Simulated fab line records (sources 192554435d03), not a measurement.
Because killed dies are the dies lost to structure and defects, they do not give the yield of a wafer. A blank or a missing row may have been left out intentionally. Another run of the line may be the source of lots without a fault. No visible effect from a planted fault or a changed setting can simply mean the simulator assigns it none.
Split-lot study ; flow n5 finfet ; 21 wafers read from 7 lots, route of 1938 steps

== SPLIT DETAILS ==
At N5_BEOL_M6_COAT_59 (time 60 s, resist thk 100 nm), the setting spin rpm was moved away from the recipe's 1500 rpm on 7 of the 21 wafers read, by -10.9% to +7.2%. The other wafers ran this setting at the recipe's value.

== FROM THE SPLIT TO THE READING: what the file shows between them, 7 steps ==
- N5_BEOL_M6_COAT_60: time 60 s, resist thk 35 nm
- N5_BEOL_M6_COAT_05: resist thk 90 nm
- N5_BEOL_M6_DESCUM_16: chemistry O2, time 7.9 s
- N5_BEOL_M6_ETCH_61: etches SiARC in CF4, target depth 45.5 nm, time 75.8 s
- N5_BEOL_M6_ETCH_62: etches SOC in N2/H2, target depth 110 nm, overetch 22 nm, time 165 s
- N5_BEOL_M6_STRIP_68: strips in N2/H2
- N5_BEOL_M6_STRIP_67: strips in CF4

== THE READING ==
SOC_of_BEOL_M6_COAT_59.thk nm (the simulator's own value, which no gauge read), in nm, at N5_BEOL_M6_HM_OPEN_17 (chemistry Cl2/BCl3, target TiN, target depth 20 nm, overetch 6 nm). No usual value for it is given in the file. Average 92.0 nm, standard deviation 0.29 nm, over the 14 wafers here run with the recipe.

wafer;tool, chamber at the split;spin rpm as run, rpm;against the recipe;SOC_of_BEOL_M6_COAT_59.thk nm, nm;against lot-mates on the recipe
L076.1;litho track-01, 0;1336;-10.9%;98;+6.2
L076.3;litho track-01, 0;1336;-10.9%;97.8;+6.0
L076.6;litho track-01, 0;1500;recipe;91.8;-
L080.2;litho track-02, 0;1500;recipe;91.4;-
L080.4;litho track-02, 0;1500;recipe;91.8;-
L080.6;litho track-02, 0;1500;recipe;91.8;-
L079.2;litho track-03, 0;1500;recipe;92.4;-
L079.3;litho track-03, 0;1500;recipe;92;-
L079.5;litho track-03, 0;1500;recipe;91.8;-
L084.3;litho track-02, 0;1500;recipe;91.8;-
L084.4;litho track-02, 0;1500;recipe;91.6;-
L084.6;litho track-02, 0;1500;recipe;92.2;-
L088.2;litho track-03, 0;1608;+7.2%;88.8;-3.6
L088.6;litho track-03, 0;1608;+7.2%;88.8;-3.6
L088.4;litho track-03, 0;1500;recipe;92.4;-
L094.1;litho track-03, 0;1389;-7.4%;95.8;no lot-mate on the recipe
L094.3;litho track-03, 0;1389;-7.4%;95.6;no lot-mate on the recipe
L094.5;litho track-03, 0;1389;-7.4%;96;no lot-mate on the recipe
L097.1;litho track-01, 0;1500;recipe;92.4;-
L097.2;litho track-01, 0;1500;recipe;92;-
L097.6;litho track-01, 0;1500;recipe;92;-

FIT RESULTS
A straight line over all 21 wafers: SOC_of_BEOL_M6_COAT_59.thk nm changes by -0.509 nm for each +1% of spin rpm; r = -0.99; the points scatter about the line by 0.32 nm.
The same after taking each lot's own level away (the mean of its wafers on the recipe; 18 wafers): -0.539 nm for each +1%; r = -1.00; scatter 0.22 nm.
On that fit, the largest move of spin rpm shifts the reading by 5.9 nm.
From 91.67 to 92.40 nm: that is the span of the lots' own levels, equal to 2.5 times the standard deviation above.
The two slopes agree, so the slope changes little with the lot-to-lot level.
Check: with one of the wafers moved furthest among these (-10.9%) left out of the fit, the line predicts +5.8 nm for it against its lot-mates. It came out at +6.2 nm against them.

== OTHER SPLITS APPLIED TO THESE WAFERS ==
Other splits were also applied to these wafers ahead of the reading. Each is held against what the fit with the lots' levels taken away leaves over:
other split on the same wafers;wafers away from the commonest value;r with SOC_of_BEOL_M6_COAT_59.thk nm (lot level and that fit taken away)
N5_BEOL_M5_COAT_22 spin rpm;9;+0.06

== THE WHOLE CHAIN: every reading that the file lists as answering this split, in the file's order ==
step;what it does;reading;change (the file's fit);r (the file's)
N5_BEOL_M6_COAT_59;time 60 s, resist thk 100 nm;SOC_of_BEOL_M6_COAT_59.thk nm (the simulator's own value, which no gauge read);-0.511 nm for each +1% of the setting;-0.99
N5_BEOL_M6_ETCH_62;etches SOC in N2/H2, target depth 110 nm, overetch 22 nm, time 165 s;etch.depth nm (the simulator's own value, which no gauge read);-0.516 nm for each +1% of the setting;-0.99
N5_BEOL_M6_HM_OPEN_17;chemistry Cl2/BCl3, target TiN, target depth 20 nm, overetch 6 nm;SOC_of_BEOL_M6_COAT_59.thk nm (the simulator's own value, which no gauge read);-0.54 nm for each +1% of the setting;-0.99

== FILE'S OWN FIT ==
SOC_of_BEOL_M6_COAT_59.thk nm changes by -0.54 nm for each +1% of spin rpm, r = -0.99.
